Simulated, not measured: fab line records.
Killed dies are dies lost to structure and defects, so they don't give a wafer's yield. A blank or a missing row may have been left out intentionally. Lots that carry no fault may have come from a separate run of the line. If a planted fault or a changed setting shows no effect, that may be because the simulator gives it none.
What tool caused it? + flow n5_finfet + 10 lots, 30 wafers sampled, at 5 steps of a route of 1938

== WHAT THE GAUGES SHOWED, per wafer ==
N5_BEOL_M4_RC_MEAS_101. Usual: DIBL_N 36.3 mV/V, standard deviation 1.4; DIBL_P 35.7 mV/V, standard deviation 1.5; IOFF_N 0.155 nA/um, standard deviation 0.022; IOFF_P 0.204 nA/um, standard deviation 0.027; ION_N 671 uA/um, standard deviation 9; ION_P 459 uA/um, standard deviation 6.2; SS_N 71.5 mV/dec, standard deviation 0.54; SS_P 73.1 mV/dec, standard deviation 0.56; VT_N 250.2 mV, standard deviation 2.6; VT_P -251 mV, standard deviation 3.3.
| lot  | measured     | on        | DIBL_N (mV/V)  | DIBL_P (mV/V)  | IOFF_N (nA/um)    | IOFF_P (nA/um)    | ION_N (uA/um) | ION_P (uA/um) | SS_N (mV/dec)  | SS_P (mV/dec)  | VT_N (mV)         | VT_P (mV)      | flag |
|------|--------------|-----------|----------------|----------------|-------------------|-------------------|---------------|---------------|----------------|----------------|-------------------|----------------|------|
| L679 | day 8 17:21  | prober-01 | 35.6 34.3 35.9 | 34.2 33.4 34.4 | 0.157 0.136 0.157 | 0.207 0.192 0.203 | 673 661 664   | 457 461 457   | 71.9 71.4 71.1 | 72.7 72.6 72.8 | 246.0 249.0 248.9 | -248 -249 -250 |      |
| L680 | day 8 15:50  | prober-02 | 37.2 35.4 34.5 | 36.6 34.2 32.8 | 0.163 0.129 0.117 | 0.231 0.187 0.180 | 675 664 659   | 466 461 458   | 71.6 70.4 70.5 | 73.9 73.0 72.1 | 247.0 253.1 252.6 | -247 -248 -250 |      |
| L682 | day 8 21:08  | prober-02 | 35.0 36.4 38.2 | 34.9 36.8 38.8 | 0.137 0.176 0.212 | 0.171 0.195 0.222 | 663 682 686   | 453 464 456   | 70.7 71.5 71.1 | 72.3 73.4 73.6 | 250.8 245.6 243.2 | -255 -254 -252 |      |
| L684 | day 9 00:10  | prober-01 | 37.8 35.7 36.8 | 37.2 35.6 37.0 | 0.193 0.148 0.185 | 0.243 0.210 0.239 | 674 670 691   | 465 464 470   | 71.1 70.6 71.4 | 74.0 73.3 73.5 | 246.9 250.1 247.2 | -246 -248 -246 |      |
| L687 | day 10 10:51 | prober-02 | 36.4 34.9 34.9 | 36.7 36.1 34.9 | 0.169 0.154 0.147 | 0.245 0.230 0.223 | 676 679 675   | 467 466 468   | 71.6 71.5 71.6 | 73.9 73.3 72.8 | 246.8 247.3 252.1 | -246 -245 -246 |      |
| L690 | day 11 00:20 | prober-01 | 38.0 35.7 35.8 | 37.9 35.1 35.1 | 0.180 0.140 0.141 | 0.227 0.175 0.172 | 677 677 655   | 463 456 449   | 71.9 71.7 71.4 | 73.6 73.2 72.9 | 247.7 252.3 253.1 | -250 -255 -254 |      |
| L691 | day 11 16:56 | prober-01 | 35.5 35.8 34.5 | 37.0 36.9 36.1 | 0.149 0.160 0.144 | 0.189 0.193 0.182 | 677 672 668   | 458 457 454   | 71.5 71.5 71.3 | 73.8 72.9 73.4 | 249.4 250.1 250.6 | -251 -254 -250 |      |
| L693 | day 11 13:34 | prober-01 | 36.8 36.0 35.6 | 34.0 33.6 33.8 | 0.151 0.138 0.136 | 0.169 0.161 0.166 | 666 667 671   | 454 451 457   | 71.4 71.5 71.4 | 72.9 72.5 73.1 | 248.8 253.7 252.2 | -257 -254 -256 |      |
| L697 | day 12 10:29 | prober-01 | 34.1 35.0 35.4 | 33.5 34.6 34.6 | 0.119 0.131 0.138 | 0.174 0.185 0.192 | 666 664 677   | 457 457 462   | 71.0 71.2 71.6 | 72.7 72.9 73.0 | 253.2 252.5 250.7 | -252 -251 -251 |      |
| L699 | day 13 05:38 | prober-01 | 36.0 34.7 37.8 | 35.2 33.2 37.7 | 0.143 0.120 0.188 | 0.185 0.159 0.224 | 674 655 682   | 459 450 464   | 71.3 72.0 71.5 | 72.9 72.7 73.9 | 252.5 253.5 245.5 | -254 -254 -251 |      |

== WHICH TOOL RAN EACH LOT (tool, then ch and the chambers of the sampled wafers, then the start) ==
| lot  | N5_BEOL_M1_ANNEAL_49         | N5_BEOL_M1_SPUTTER_90        | N5_BEOL_M1_SPUTTER_94        | N5_BEOL_M1_ANNEAL_95         |
|------|------------------------------|------------------------------|------------------------------|------------------------------|
| L679 | pvd_sputter-03, day 6 13:59  | pvd_sputter-03, day 7 05:55  | pvd_sputter-03, day 7 06:21  | pvd_sputter-03, day 7 06:26  |
| L680 | pvd_sputter-01, day 7 04:11  | pvd_sputter-01, day 7 05:13  | pvd_sputter-01, day 7 05:39  | pvd_sputter-01, day 7 05:44  |
| L682 | pvd_sputter-03, day 7 09:55  | pvd_sputter-03, day 7 10:56  | pvd_sputter-03, day 7 11:23  | pvd_sputter-03, day 7 11:28  |
| L684 | pvd_sputter-01, day 7 15:49  | pvd_sputter-01, day 7 16:50  | pvd_sputter-01, day 7 17:17  | pvd_sputter-01, day 7 17:22  |
| L687 | pvd_sputter-03, day 8 16:05  | pvd_sputter-03, day 8 17:07  | pvd_sputter-03, day 8 17:33  | pvd_sputter-03, day 8 17:38  |
| L690 | pvd_sputter-03, day 9 15:37  | pvd_sputter-03, day 9 16:38  | pvd_sputter-03, day 9 17:04  | pvd_sputter-03, day 9 17:09  |
| L691 | pvd_sputter-03, day 9 18:48  | pvd_sputter-03, day 9 19:49  | pvd_sputter-03, day 9 20:16  | pvd_sputter-03, day 9 20:20  |
| L693 | pvd_sputter-03, day 9 21:50  | pvd_sputter-03, day 9 22:52  | pvd_sputter-03, day 9 23:18  | pvd_sputter-03, day 9 23:23  |
| L697 | pvd_sputter-03, day 10 16:01 | pvd_sputter-03, day 10 17:02 | pvd_sputter-03, day 10 17:29 | pvd_sputter-03, day 10 17:34 |
| L699 | pvd_sputter-01, day 11 08:18 | pvd_sputter-01, day 11 09:19 | pvd_sputter-01, day 11 09:46 | pvd_sputter-01, day 11 09:50 |
- N5_BEOL_M1_ANNEAL_49: time 240 s.
- N5_BEOL_M1_SPUTTER_90: material Cu, target thk 4.5 nm, time 8.29 s.
- N5_BEOL_M1_SPUTTER_94: material Cu, target thk 4.5 nm, time 8.29 s.
- N5_BEOL_M1_ANNEAL_95: time 240 s.

== AS READ BY THE TOOLS THEMSELVES (means over the sampled wafers that have a number; for cases with no such wafer, the mark the record gives instead) ==
N5_BEOL_M1_ANNEAL_49. Usual: heater_power_w 855 W, standard deviation 100; susceptor_temp_C_max 401.0, standard deviation 0.35.
| lot  | tool           | heater_power_w (W) | susceptor_temp_C_max | flag |
|------|----------------|--------------------|----------------------|------|
| L679 | pvd_sputter-03 | 962                | 400.7                |      |
| L680 | pvd_sputter-01 | 786                | 400.9                |      |
| L682 | pvd_sputter-03 | 900                | 400.8                |      |
| L684 | pvd_sputter-01 | 790                | 400.9                |      |
| L687 | pvd_sputter-03 | 899                | 400.7                |      |
| L690 | pvd_sputter-03 | 800                | 401.3                |      |
| L691 | pvd_sputter-03 | 869                | 400.9                |      |
| L693 | pvd_sputter-03 | 953                | 400.5                |      |
| L697 | pvd_sputter-03 | 919                | 400.8                |      |
| L699 | pvd_sputter-01 | 839                | 401.1                |      |

N5_BEOL_M1_SPUTTER_90. Usual: chamber_pressure_pa 0.06999 Pa, standard deviation 0.00013; throttle_valve_pct 30.6 %, standard deviation 0.74.
| lot  | tool           | chamber_pressure_pa (Pa) | throttle_valve_pct (%) | flag |
|------|----------------|--------------------------|------------------------|------|
| L679 | pvd_sputter-03 | 0.07000                  | 31.5                   |      |
| L680 | pvd_sputter-01 | 0.06989                  | 29.8                   |      |
| L682 | pvd_sputter-03 | 0.06989                  | 30.8                   |      |
| L684 | pvd_sputter-01 | 0.07004                  | 30.6                   |      |
| L687 | pvd_sputter-03 | 0.06987                  | 30.8                   |      |
| L690 | pvd_sputter-03 | 0.07007                  | 30.7                   |      |
| L691 | pvd_sputter-03 | 0.06995                  | 31.0                   |      |
| L693 | pvd_sputter-03 | 0.05301                  | 36.2                   | OFF  |
| L697 | pvd_sputter-03 | 0.05297                  | 35.7                   | OFF  |
| L699 | pvd_sputter-01 | 0.06993                  | 30.3                   |      |

N5_BEOL_M1_SPUTTER_94. Usual: chamber_pressure_pa 0.06999 Pa, standard deviation 0.00013; throttle_valve_pct 30.6 %, standard deviation 0.75.
| lot  | tool           | chamber_pressure_pa (Pa) | throttle_valve_pct (%) | flag |
|------|----------------|--------------------------|------------------------|------|
| L679 | pvd_sputter-03 | 0.06987                  | 31.3                   |      |
| L680 | pvd_sputter-01 | 0.07000                  | 29.6                   |      |
| L682 | pvd_sputter-03 | 0.07004                  | 31.0                   |      |
| L684 | pvd_sputter-01 | 0.07002                  | 30.4                   |      |
| L687 | pvd_sputter-03 | 0.07008                  | 30.8                   |      |
| L690 | pvd_sputter-03 | 0.06995                  | 30.8                   |      |
| L691 | pvd_sputter-03 | 0.06999                  | 30.9                   |      |
| L693 | pvd_sputter-03 | 0.07000                  | 31.3                   |      |
| L697 | pvd_sputter-03 | 0.07008                  | 31.0                   |      |
| L699 | pvd_sputter-01 | 0.06995                  | 30.2                   |      |

N5_BEOL_M1_ANNEAL_95. Usual: heater_power_w 855 W, standard deviation 100; susceptor_temp_C_max 400.9, standard deviation 0.34.
| lot  | tool           | heater_power_w (W) | susceptor_temp_C_max | flag |
|------|----------------|--------------------|----------------------|------|
| L679 | pvd_sputter-03 | 953                | 400.8                |      |
| L680 | pvd_sputter-01 | 784                | 400.6                |      |
| L682 | pvd_sputter-03 | 908                | 401.0                |      |
| L684 | pvd_sputter-01 | 778                | 401.2                |      |
| L687 | pvd_sputter-03 | 906                | 400.8                |      |
| L690 | pvd_sputter-03 | 797                | 401.4                |      |
| L691 | pvd_sputter-03 | 883                | 400.6                |      |
| L693 | pvd_sputter-03 | 934                | 400.8                |      |
| L697 | pvd_sputter-03 | 910                | 401.1                |      |
| L699 | pvd_sputter-01 | 834                | 401.0                |      |

== THE ANSWER, worked out from the rows above alone ==
Rule: a lot counts as off when the mean over its wafers that have a number is more than 3 standard deviations away from the usual mean. Also off: a lot with no number at a reading for which 4 or more lots have one. Any other lot the step has rows for is counted as sound. The gauges are gone through in route order, then the tools' own readings, and for those a lot's mean is taken as printed above. At the first step where some lot is off, the reading lying furthest off is the one used; lots without a number count as furthest.
Off: L693, L697, at N5_BEOL_M1_SPUTTER_90 (chamber_pressure_pa).
A tool fits if, at that step or a process step before it, it ran every lot that is off, and no sound lot after the first of them. One candidate fits, namely pvd_sputter-03 at N5_BEOL_M1_ANNEAL_49 and N5_BEOL_M1_SPUTTER_90. At N5_BEOL_M1_ANNEAL_49 its last sound lot is L691 (day 9 18:48), its first lot that is off L693 (day 9 21:50): a fault that began between those two fits.

== WHAT THE SIMULATOR HAD PUT IN ==
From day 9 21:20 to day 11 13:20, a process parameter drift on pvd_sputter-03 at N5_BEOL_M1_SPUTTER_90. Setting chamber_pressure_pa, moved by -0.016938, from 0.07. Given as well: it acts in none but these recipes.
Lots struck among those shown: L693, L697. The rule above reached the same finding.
